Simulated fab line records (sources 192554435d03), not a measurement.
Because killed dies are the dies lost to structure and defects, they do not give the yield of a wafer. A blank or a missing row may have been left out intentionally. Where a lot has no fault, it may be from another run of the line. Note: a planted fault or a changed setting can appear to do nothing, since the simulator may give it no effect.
Which tool did it? :: flow n5 finfet :: 11 lots with 30 wafers sampled at 5 steps, on a route of 1938 steps

== WHAT THE GAUGES SHOWED, per wafer ==
N5_BEOL_M4_RC_MEAS_101. Usual: DIBL_N 37.4 mV/V, standard deviation 2.1; DIBL_P 37.8 mV/V, standard deviation 2.5; IOFF_N 0.19 nA/um, standard deviation 0.045; IOFF_P 0.24 nA/um, standard deviation 0.05; ION_N 682 uA/um, standard deviation 16; ION_P 467 uA/um, standard deviation 11; SS_N 71.9 mV/dec, standard deviation 0.67; SS_P 73.6 mV/dec, standard deviation 0.76; VT_N 247 mV, standard deviation 3.6; VT_P -248 mV, standard deviation 3.6.
lot: L715
measured: day 7 20:51
on: prober-02
DIBL_N (mV/V): 38.1 38.6 36.7
DIBL_P (mV/V): 39.5 39.0 37.9
IOFF_N (nA/um): 0.21 0.22 0.19
IOFF_P (nA/um): 0.28 0.29 0.28
ION_N (uA/um): 690 698 696
ION_P (uA/um): 475 479 477
SS_N (mV/dec): 71.5 71.9 71.7
SS_P (mV/dec): 73.1 73.1 72.5
VT_N (mV): 244 243 241
VT_P (mV): -245 -244 -243
flag: 

lot: L721
measured: day 9 23:55
on: prober-02
DIBL_N (mV/V): 38.6 36.3
DIBL_P (mV/V): 38.7 36.8
IOFF_N (nA/um): 0.20 0.16
IOFF_P (nA/um): 0.21 0.19
ION_N (uA/um): 692 667
ION_P (uA/um): 458 448
SS_N (mV/dec): 72.2 72.1
SS_P (mV/dec): 74.4 73.4
VT_N (mV): 246 246
VT_P (mV): -255 -254
flag: 

lot: L724
measured: day 10 15:50
on: prober-01
DIBL_N (mV/V): 37.0 42.1 38.8
DIBL_P (mV/V): 37.4 43.0 39.4
IOFF_N (nA/um): 0.17 0.29 0.19
IOFF_P (nA/um): 0.23 0.36 0.26
ION_N (uA/um): 688 691 669
ION_P (uA/um): 469 468 458
SS_N (mV/dec): 71.7 72.6 71.3
SS_P (mV/dec): 73.8 74.5 73.7
VT_N (mV): 249 244 249
VT_P (mV): -246 -241 -245
flag: 

lot: L726
measured: day 11 05:55
on: prober-01
DIBL_N (mV/V): 41.3 40.2 39.6
DIBL_P (mV/V): 43.0 42.4 40.5
IOFF_N (nA/um): 0.24 0.24 0.23
IOFF_P (nA/um): 0.33 0.32 0.28
ION_N (uA/um): 676 695 713
ION_P (uA/um): 463 479 481
SS_N (mV/dec): 72.7 72.9 72.3
SS_P (mV/dec): 74.0 74.7 74.7
VT_N (mV): 245 245 245
VT_P (mV): -246 -247 -246
flag: 

lot: L727
measured: day 11 14:48
on: prober-02
DIBL_N (mV/V): 34.6 39.8
DIBL_P (mV/V): 33.4 42.2
IOFF_N (nA/um): 0.14 0.24
IOFF_P (nA/um): 0.15 0.29
ION_N (uA/um): 664 681
ION_P (uA/um): 440 457
SS_N (mV/dec): 71.1 71.7
SS_P (mV/dec): 73.0 74.8
VT_N (mV): 254 244
VT_P (mV): -256 -248
flag: 

lot: L728
measured: day 11 19:31
on: prober-02
DIBL_N (mV/V): 38.9 41.0 38.5
DIBL_P (mV/V): 38.7 41.4 37.7
IOFF_N (nA/um): 0.21 0.25 0.21
IOFF_P (nA/um): 0.27 0.33 0.26
ION_N (uA/um): 671 671 693
ION_P (uA/um): 464 463 470
SS_N (mV/dec): 72.6 73.6 73.0
SS_P (mV/dec): 74.2 75.0 73.8
VT_N (mV): 245 244 244
VT_P (mV): -245 -241 -244
flag: 

lot: L730
measured: day 12 13:53
on: prober-02
DIBL_N (mV/V): 36.5 35.8 36.6
DIBL_P (mV/V): 36.2 36.9 37.4
IOFF_N (nA/um): 0.16 0.16 0.18
IOFF_P (nA/um): 0.21 0.22 0.25
ION_N (uA/um): 671 687 693
ION_P (uA/um): 456 474 472
SS_N (mV/dec): 71.4 71.8 72.0
SS_P (mV/dec): 73.0 73.5 73.6
VT_N (mV): 248 250 246
VT_P (mV): -249 -250 -247
flag: 

lot: L731
measured: day 12 19:22
on: prober-01
DIBL_N (mV/V): 40.4 37.5 40.2
DIBL_P (mV/V): 43.3 37.7 42.0
IOFF_N (nA/um): 0.25 0.17 0.26
IOFF_P (nA/um): 0.38 0.23 0.35
ION_N (uA/um): 675 663 710
ION_P (uA/um): 465 453 484
SS_N (mV/dec): 72.9 72.1 71.9
SS_P (mV/dec): 75.2 72.9 74.2
VT_N (mV): 243 252 241
VT_P (mV): -243 -249 -239
flag: 

lot: L734
measured: day 13 00:13
on: prober-02
DIBL_N (mV/V): 37.6 36.1
DIBL_P (mV/V): 37.5 36.6
IOFF_N (nA/um): 0.20 0.19
IOFF_P (nA/um): 0.27 0.28
ION_N (uA/um): 715 697
ION_P (uA/um): 493 485
SS_N (mV/dec): 71.5 71.0
SS_P (mV/dec): 73.7 74.0
VT_N (mV): 246 247
VT_P (mV): -244 -242
flag: 

lot: L736
measured: day 14 03:58
on: prober-01
DIBL_N (mV/V): 36.1 35.7 35.1
DIBL_P (mV/V): 36.7 36.4 36.8
IOFF_N (nA/um): 0.15 0.15 0.14
IOFF_P (nA/um): 0.20 0.21 0.21
ION_N (uA/um): 659 656 673
ION_P (uA/um): 448 452 461
SS_N (mV/dec): 71.9 71.4 72.2
SS_P (mV/dec): 72.8 73.3 73.0
VT_N (mV): 251 248 250
VT_P (mV): -252 -249 -252
flag: 

lot: L737
measured: day 14 18:05
on: prober-02
DIBL_N (mV/V): 32.9 37.6 31.9
DIBL_P (mV/V): 33.6 38.6 32.6
IOFF_N (nA/um): 0.11 0.20 0.10
IOFF_P (nA/um): 0.19 0.29 0.18
ION_N (uA/um): 677 699 665
ION_P (uA/um): 477 483 468
SS_N (mV/dec): 70.8 72.1 71.5
SS_P (mV/dec): 72.6 74.1 72.6
VT_N (mV): 253 245 257
VT_P (mV): -247 -245 -248
flag: 

== WHAT TOOL EACH LOT RAN ON (gives the tool, then ch and the chambers of the sampled wafers, and finally the start) ==
lot: L715
N5_BEOL_M0_SPUTTER_132: pvd sputter-03, day 6 04:10
N5_BEOL_M0_ANNEAL_133: pvd sputter-03, day 6 04:15
N5_BEOL_M0_CO_CAP_123: cvd co-02 ch 0,1,2, day 6 05:19
N5_BEOL_M1_ILD_DEP_00: pecvd-01 ch 1,2, day 6 05:34

lot: L721
N5_BEOL_M0_SPUTTER_132: pvd sputter-01, day 7 20:09
N5_BEOL_M0_ANNEAL_133: pvd sputter-01, day 7 20:14
N5_BEOL_M0_CO_CAP_123: cvd co-01 ch 1,2, day 7 21:15
N5_BEOL_M1_ILD_DEP_00: pecvd-03 ch 0,1, day 7 21:30

lot: L724
N5_BEOL_M0_SPUTTER_132: pvd sputter-01, day 8 13:10
N5_BEOL_M0_ANNEAL_133: pvd sputter-01, day 8 13:14
N5_BEOL_M0_CO_CAP_123: cvd co-01 ch 0,1,2, day 8 14:23
N5_BEOL_M1_ILD_DEP_00: pecvd-02 ch 0,1, day 8 14:38

lot: L726
N5_BEOL_M0_SPUTTER_132: pvd sputter-02, day 9 06:06
N5_BEOL_M0_ANNEAL_133: pvd sputter-02, day 9 06:11
N5_BEOL_M0_CO_CAP_123: cvd co-01 ch 0,2, day 9 07:12
N5_BEOL_M1_ILD_DEP_00: pecvd-01 ch 0,1, day 9 07:27

lot: L727
N5_BEOL_M0_SPUTTER_132: pvd sputter-03, day 9 10:47
N5_BEOL_M0_ANNEAL_133: pvd sputter-03, day 9 10:52
N5_BEOL_M0_CO_CAP_123: cvd co-02 ch 2, day 9 11:53
N5_BEOL_M1_ILD_DEP_00: pecvd-02 ch 2, day 9 12:08

lot: L728
N5_BEOL_M0_SPUTTER_132: pvd sputter-01, day 9 18:22
N5_BEOL_M0_ANNEAL_133: pvd sputter-01, day 9 18:27
N5_BEOL_M0_CO_CAP_123: cvd co-02 ch 0,1,2, day 9 20:02
N5_BEOL_M1_ILD_DEP_00: pecvd-03 ch 0,2, day 9 20:18

lot: L730
N5_BEOL_M0_SPUTTER_132: pvd sputter-03, day 10 02:03
N5_BEOL_M0_ANNEAL_133: pvd sputter-03, day 10 02:08
N5_BEOL_M0_CO_CAP_123: cvd co-02 ch 0,1,2, day 10 03:35
N5_BEOL_M1_ILD_DEP_00: pecvd-01 ch 0,1, day 10 03:50

lot: L731
N5_BEOL_M0_SPUTTER_132: pvd sputter-01, day 10 11:31
N5_BEOL_M0_ANNEAL_133: pvd sputter-01, day 10 11:36
N5_BEOL_M0_CO_CAP_123: cvd co-01 ch 0,1, day 10 12:37
N5_BEOL_M1_ILD_DEP_00: pecvd-02 ch 0,1,2, day 10 12:54

lot: L734
N5_BEOL_M0_SPUTTER_132: pvd sputter-01, day 11 01:22
N5_BEOL_M0_ANNEAL_133: pvd sputter-01, day 11 01:26
N5_BEOL_M0_CO_CAP_123: cvd co-02 ch 0,2, day 11 02:46
N5_BEOL_M1_ILD_DEP_00: pecvd-02 ch 1,2, day 11 03:01

lot: L736
N5_BEOL_M0_SPUTTER_132: pvd sputter-03, day 11 16:48
N5_BEOL_M0_ANNEAL_133: pvd sputter-03, day 11 16:53
N5_BEOL_M0_CO_CAP_123: cvd co-02 ch 0,1, day 11 18:10
N5_BEOL_M1_ILD_DEP_00: pecvd-02 ch 1,2, day 11 18:25

lot: L737
N5_BEOL_M0_SPUTTER_132: pvd sputter-03, day 11 23:47
N5_BEOL_M0_ANNEAL_133: pvd sputter-03, day 11 23:52
N5_BEOL_M0_CO_CAP_123: cvd co-02 ch 1,2, day 12 00:56
N5_BEOL_M1_ILD_DEP_00: pecvd-03 ch 0,2, day 12 01:11
- N5_BEOL_M0_SPUTTER_132: material Cu, target thk 4 nm, time 7.37 s.
- N5_BEOL_M0_ANNEAL_133: time 60 s.
- N5_BEOL_M0_CO_CAP_123: material Co, precursor CCTBA/H2, target thk 2 nm, time 102.1 s.
- N5_BEOL_M1_ILD_DEP_00: deposits SiOC from DEMS/O2, target thk 79 nm, time 15.3 s.

== WHAT THE TOOLS THEMSELVES READ (means of the sampled wafers that have a number; where no wafer has one, the mark that the record gives instead) ==
N5_BEOL_M0_SPUTTER_132. Usual: chamber pressure pa 0.07003 Pa, standard deviation 0.00015; substrate temp c -20.00 C, standard deviation 0.1; throttle valve pct 29.8 %, standard deviation 0.86.
lot: L715
tool: pvd sputter-03
chamber pressure pa (Pa): 0.07002
substrate temp c (C): -20.00
throttle valve pct (%): 30.1
flag: 

lot: L721
tool: pvd sputter-01
chamber pressure pa (Pa): 0.07011
substrate temp c (C): -20.08
throttle valve pct (%): 30.5
flag: 

lot: L724
tool: pvd sputter-01
chamber pressure pa (Pa): 0.07009
substrate temp c (C): -20.08
throttle valve pct (%): 30.0
flag: 

lot: L726
tool: pvd sputter-02
chamber pressure pa (Pa): 0.07012
substrate temp c (C): -19.98
throttle valve pct (%): 28.9
flag: 

lot: L727
tool: pvd sputter-03
chamber pressure pa (Pa): 0.06997
substrate temp c (C): -19.99
throttle valve pct (%): 29.6
flag: 

lot: L728
tool: pvd sputter-01
chamber pressure pa (Pa): 0.06995
substrate temp c (C): -20.06
throttle valve pct (%): 30.2
flag: 

lot: L730
tool: pvd sputter-03
chamber pressure pa (Pa): 0.06995
substrate temp c (C): -20.04
throttle valve pct (%): 30.1
flag: 

lot: L731
tool: pvd sputter-01
chamber pressure pa (Pa): 0.06996
substrate temp c (C): -20.05
throttle valve pct (%): 29.3
flag: 

lot: L734
tool: pvd sputter-01
chamber pressure pa (Pa): 0.07003
substrate temp c (C): -19.97
throttle valve pct (%): 30.2
flag: 

lot: L736
tool: pvd sputter-03
chamber pressure pa (Pa): 0.06993
substrate temp c (C): -19.93
throttle valve pct (%): 29.6
flag: 

lot: L737
tool: pvd sputter-03
chamber pressure pa (Pa): 0.06990
substrate temp c (C): -19.93
throttle valve pct (%): 30.0
flag: 

N5_BEOL_M0_ANNEAL_133. Usual: heater power w at 797 W, with a standard deviation of 82.
lot: L715
tool: pvd sputter-03
heater power w (W): 691
flag: 

lot: L721
tool: pvd sputter-01
heater power w (W): 836
flag: 

lot: L724
tool: pvd sputter-01
heater power w (W): 794
flag: 

lot: L726
tool: pvd sputter-02
heater power w (W): 865
flag: 

lot: L727
tool: pvd sputter-03
heater power w (W): 805
flag: 

lot: L728
tool: pvd sputter-01
heater power w (W): 771
flag: 

lot: L730
tool: pvd sputter-03
heater power w (W): 817
flag: 

lot: L731
tool: pvd sputter-01
heater power w (W): 752
flag: 

lot: L734
tool: pvd sputter-01
heater power w (W): 872
flag: 

lot: L736
tool: pvd sputter-03
heater power w (W): 793
flag: 

lot: L737
tool: pvd sputter-03
heater power w (W): 669
flag: 

N5_BEOL_M0_CO_CAP_123. Usual: chamber pressure Torr 29.99 Torr, standard deviation 0.059; heater power outer w 120 W, standard deviation 11; heater power w 226 W, standard deviation 14.
lot: L715
tool: cvd co-02
chamber pressure Torr (Torr): 29.98
heater power outer w (W): 114
heater power w (W): 224
flag: 

lot: L721
tool: cvd co-01
chamber pressure Torr (Torr): 29.95
heater power outer w (W): 125
heater power w (W): 226
flag: 

lot: L724
tool: cvd co-01
chamber pressure Torr (Torr): 29.97
heater power outer w (W): 124
heater power w (W): 224
flag: 

lot: L726
tool: cvd co-01
chamber pressure Torr (Torr): 29.98
heater power outer w (W): 126
heater power w (W): 226
flag: 

lot: L727
tool: cvd co-02
chamber pressure Torr (Torr): 29.99
heater power outer w (W): 106
heater power w (W): 209
flag: 

lot: L728
tool: cvd co-02
chamber pressure Torr (Torr): -
heater power outer w (W): -
heater power w (W): -
flag: OFF

lot: L730
tool: cvd co-02
chamber pressure Torr (Torr): -
heater power outer w (W): -
heater power w (W): -
flag: OFF

lot: L731
tool: cvd co-01
chamber pressure Torr (Torr): -
heater power outer w (W): -
heater power w (W): -
flag: OFF

lot: L734
tool: cvd co-02
chamber pressure Torr (Torr): 30.02
heater power outer w (W): 112
heater power w (W): 222
flag: 

lot: L736
tool: cvd co-02
chamber pressure Torr (Torr): 29.90
heater power outer w (W): 119
heater power w (W): 238
flag: 

lot: L737
tool: cvd co-02
chamber pressure Torr (Torr): 29.97
heater power outer w (W): 112
heater power w (W): 218
flag: 

N5_BEOL_M1_ILD_DEP_00. Usual: heater power w 447 W, standard deviation 54; rf fwd power W 494.1 W, standard deviation 1.9; showerhead plenum p Torr 5.696 Torr, standard deviation 0.016; showerhead vpp V 1362 V, standard deviation 61; throttle valve pct 11.9 %, standard deviation 0.52.
lot: L715
tool: pecvd-01
heater power w (W): 404
rf fwd power W (W): 493.6
showerhead plenum p Torr (Torr): 5.696
showerhead vpp V (V): 1379
throttle valve pct (%): 11.4
flag: 

lot: L721
tool: pecvd-03
heater power w (W): 444
rf fwd power W (W): 493.2
showerhead plenum p Torr (Torr): 5.688
showerhead vpp V (V): 1315
throttle valve pct (%): 12.2
flag: 

lot: L724
tool: pecvd-02
heater power w (W): 430
rf fwd power W (W): 492.4
showerhead plenum p Torr (Torr): 5.715
showerhead vpp V (V): 1326
throttle valve pct (%): 12.4
flag: 

lot: L726
tool: pecvd-01
heater power w (W): 449
rf fwd power W (W): 496.5
showerhead plenum p Torr (Torr): 5.694
showerhead vpp V (V): 1439
throttle valve pct (%): 11.4
flag: 

lot: L727
tool: pecvd-02
heater power w (W): 404
rf fwd power W (W): 497.5
showerhead plenum p Torr (Torr): 5.672
showerhead vpp V (V): 1300
throttle valve pct (%): 12.1
flag: 

lot: L728
tool: pecvd-03
heater power w (W): 463
rf fwd power W (W): 494.9
showerhead plenum p Torr (Torr): 5.679
showerhead vpp V (V): 1315
throttle valve pct (%): 11.8
flag: 

lot: L730
tool: pecvd-01
heater power w (W): 535
rf fwd power W (W): 495.5
showerhead plenum p Torr (Torr): 5.706
showerhead vpp V (V): 1470
throttle valve pct (%): 11.7
flag: 

lot: L731
tool: pecvd-02
heater power w (W): 427
rf fwd power W (W): 494.5
showerhead plenum p Torr (Torr): 5.694
showerhead vpp V (V): 1337
throttle valve pct (%): 12.3
flag: 

lot: L734
tool: pecvd-02
heater power w (W): 450
rf fwd power W (W): 493.9
showerhead plenum p Torr (Torr): 5.676
showerhead vpp V (V): 1316
throttle valve pct (%): 12.5
flag: 

lot: L736
tool: pecvd-02
heater power w (W): 428
rf fwd power W (W): 494.1
showerhead plenum p Torr (Torr): 5.679
showerhead vpp V (V): 1309
throttle valve pct (%): 12.2
flag: 

lot: L737
tool: pecvd-03
heater power w (W): 417
rf fwd power W (W): 494.5
showerhead plenum p Torr (Torr): 5.697
showerhead vpp V (V): 1354
throttle valve pct (%): 11.6
flag: 

== THE ANSWER, worked out from the rows above alone ==
Rule: take the mean of a lot's wafers that have a number; if it is more than 3 standard deviations from the usual mean, the lot is off. A lot without any number at a reading at which 4 lots or more have one is off too. All remaining lots with rows at the step are treated as sound. The gauges are gone through in route order, then the tools' own readings, and for those a lot's mean is taken as printed above. At the first step where some lot is off, the reading lying furthest off is the one used; lots without a number count as furthest.
Off at N5_BEOL_M0_CO_CAP_123 (chamber pressure Torr): L728, L730, L731. Without a number there: L728, L730, L731.
If a tool, at that step or one of the process steps before it, ran each lot that is off and ran no sound lot following the first of them, it fits. No candidate that was tried fits.

== WHAT THE SIMULATOR HAD INSERTED ==
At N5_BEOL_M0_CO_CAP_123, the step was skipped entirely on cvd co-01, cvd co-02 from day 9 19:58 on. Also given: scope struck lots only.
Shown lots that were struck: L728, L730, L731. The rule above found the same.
